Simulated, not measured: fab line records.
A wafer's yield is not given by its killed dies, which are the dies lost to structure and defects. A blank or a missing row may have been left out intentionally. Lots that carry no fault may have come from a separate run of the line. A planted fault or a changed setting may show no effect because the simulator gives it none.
Split-lot study + flow n5-finfet + 7 lots, 21 wafers read, on a route of 1938 steps

== SPLIT DETAILS ==
At N5_BEOL_M4_EXPOSE_25 (exposes mask V3, defocus 5 nm), the setting dose-mj was moved away from the recipe's 63 on 7 of the 21 wafers read, by -7.5% to +7.3%. The other wafers ran this setting at the recipe's value.

== FROM THE SPLIT TO THE READING: what the file shows between them, 2 steps ==
- N5_BEOL_M4_PEB_26: peb time 60 s
- N5_BEOL_M4_DEVELOP_27: develop time 30 s

== THE READING ==
cd-nm, in nm, at N5_BEOL_M4_CD_MEAS_28 (target cd 26.2 nm, target cd y 24.1 nm). Fault-free wafers of this fab line usually give 26.17 nm, standard deviation 0.23 nm.

| wafer  | tool, chamber at the split | dose-mj as run | against the recipe | cd-nm, nm | against lot-mates on the recipe |
|--------|----------------------------|----------------|--------------------|-----------|---------------------------------|
| L074.2 | euv-scanner-02, 0          | 63             | recipe             | 26.41     | -                               |
| L074.4 | euv-scanner-02, 0          | 63             | recipe             | 26.45     | -                               |
| L074.6 | euv-scanner-02, 0          | 63             | recipe             | 26.42     | -                               |
| L075.2 | euv-scanner-01, 0          | 60.78          | -3.5%              | 25.30     | -0.86                           |
| L075.5 | euv-scanner-01, 0          | 63             | recipe             | 26.03     | -                               |
| L075.6 | euv-scanner-01, 0          | 63             | recipe             | 26.28     | -                               |
| L080.1 | euv-scanner-01, 0          | 60.15          | -4.5%              | 24.98     | -1.16                           |
| L080.4 | euv-scanner-01, 0          | 63             | recipe             | 25.84     | -                               |
| L080.5 | euv-scanner-01, 0          | 63             | recipe             | 26.44     | -                               |
| L086.2 | euv-scanner-02, 0          | 58.28          | -7.5%              | 24.81     | -1.51                           |
| L086.4 | euv-scanner-02, 0          | 63             | recipe             | 26.32     | -                               |
| L086.5 | euv-scanner-02, 0          | 58.28          | -7.5%              | 24.58     | -1.74                           |
| L087.1 | euv-scanner-02, 0          | 67.58          | +7.3%              | 27.30     | +1.21                           |
| L087.2 | euv-scanner-02, 0          | 63             | recipe             | 26.09     | -                               |
| L087.6 | euv-scanner-02, 0          | 67.58          | +7.3%              | 27.55     | +1.46                           |
| L095.1 | euv-scanner-01, 0          | 63             | recipe             | 26.03     | -                               |
| L095.2 | euv-scanner-01, 0          | 65.09          | +3.3%              | 26.96     | +1.01                           |
| L095.4 | euv-scanner-01, 0          | 63             | recipe             | 25.88     | -                               |
| L096.1 | euv-scanner-01, 0          | 63             | recipe             | 26.12     | -                               |
| L096.2 | euv-scanner-01, 0          | 63             | recipe             | 26.09     | -                               |
| L096.4 | euv-scanner-01, 0          | 63             | recipe             | 26.00     | -                               |

THE FIT
A straight line over all 21 wafers: cd-nm changes by +0.196 nm for each +1% of dose-mj; r = +0.96; the points scatter about the line by 0.21 nm.
The same after taking each lot's own level away (the mean of its wafers on the recipe; 21 wafers): +0.211 nm for each +1%; r = +0.98; scatter 0.16 nm.
On that fit, the largest move of dose-mj shifts the reading by 1.6 nm.
Across the lots, their own levels run from 25.955 to 26.427 nm, a range of 2.1 times the standard deviation given above.
The two slopes agree, so the slope changes little with the lot-to-lot level.
Check: for one of the wafers moved furthest among these (-7.5%), held out of the fit, the line's prediction against its lot-mates is -1.64 nm. It came out at -1.51 nm against them.

== OTHER SPLITS APPLIED TO THESE WAFERS ==
Other splits were also applied to these wafers ahead of the reading. Each is held against what the fit with the lots' levels taken away leaves over:
| other split on the same wafers | wafers away from the commonest value | r with cd-nm (lot level and that fit taken away) |
|--------------------------------|--------------------------------------|--------------------------------------------------|
| N5_BEOL_M1_EXPOSE_25 dose-mj   | 10                                   | -0.25                                            |
| N5_BEOL_M1_SPUTTER_81 time-s   | 6                                    | +0.17                                            |
| N5_BEOL_M3_COAT_05 spin-rpm    | 6                                    | -0.35                                            |
| N5_BEOL_M3_ETCH_64 time-s      | 11                                   | +0.23                                            |

== THE FILE'S OWN FIT ==
cd-nm changes by +0.218 nm for each +1% of dose-mj, r = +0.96.
